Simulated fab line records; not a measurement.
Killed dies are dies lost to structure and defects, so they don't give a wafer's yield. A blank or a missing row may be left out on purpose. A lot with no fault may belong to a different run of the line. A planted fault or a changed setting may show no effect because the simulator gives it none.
The tool behind it: which one?    flow n5_finfet    33 wafers sampled from 11 lots at 1 step of a route of 1938

== WHAT THE GAUGES READ, wafer by wafer ==
N5_BEOL_M5_OVL_MEAS_12.
lot   measured      on          M5_OVL (nm)
L668  day 8 00:07   overlay-02  0.6 0.2 0.4
L669  day 8 16:54   overlay-02  -0.1 0.2 -0.4
L670  day 8 23:47   overlay-02  -0.6 -0.5 0.1
L674  day 9 12:14   overlay-01  -0.4 -0.5 -1.6
L677  day 10 10:17  overlay-01  0.8 0.3 -0.1
L680  day 13 00:34  overlay-02  0.0 0.1 0.3
L681  day 13 14:50  overlay-02  -1.0 -0.3 -0.5
L679  day 13 15:17  overlay-02  -1.5 0.3 -0.6
L686  day 13 20:37  overlay-02  -0.5 0.1 0.5
L689  day 14 04:09  overlay-01  -0.2 -0.6 -1.1
L690  day 14 23:20  overlay-01  0.1 -0.3 -0.1

== WHAT TOOL EACH LOT RAN ON (gives the tool, then ch and the chambers of the sampled wafers, and finally the start) ==
The record shows no process step preceding these readings.

== THE ANSWER, worked out from the rows above alone ==
Rule: the lots themselves supply what counts as usual. The widest of any qualifying gaps counts: lots, ordered by their means at a reading, are off when they make up no more than a third of the lots, leave a main group of 4 or more, and stand apart from it by 3 or more times the standard deviation of that group's means. The tables above print the reading to a certain number of digits; a main group whose means all agree to those digits is not used. Also off: a lot with no number at a reading for which 4 or more lots have one. Any other lot the step has rows for is counted as sound.
No lot is off at any reading shown: from this, nothing can be told.

== WHAT THE SIMULATOR PUT IN ==
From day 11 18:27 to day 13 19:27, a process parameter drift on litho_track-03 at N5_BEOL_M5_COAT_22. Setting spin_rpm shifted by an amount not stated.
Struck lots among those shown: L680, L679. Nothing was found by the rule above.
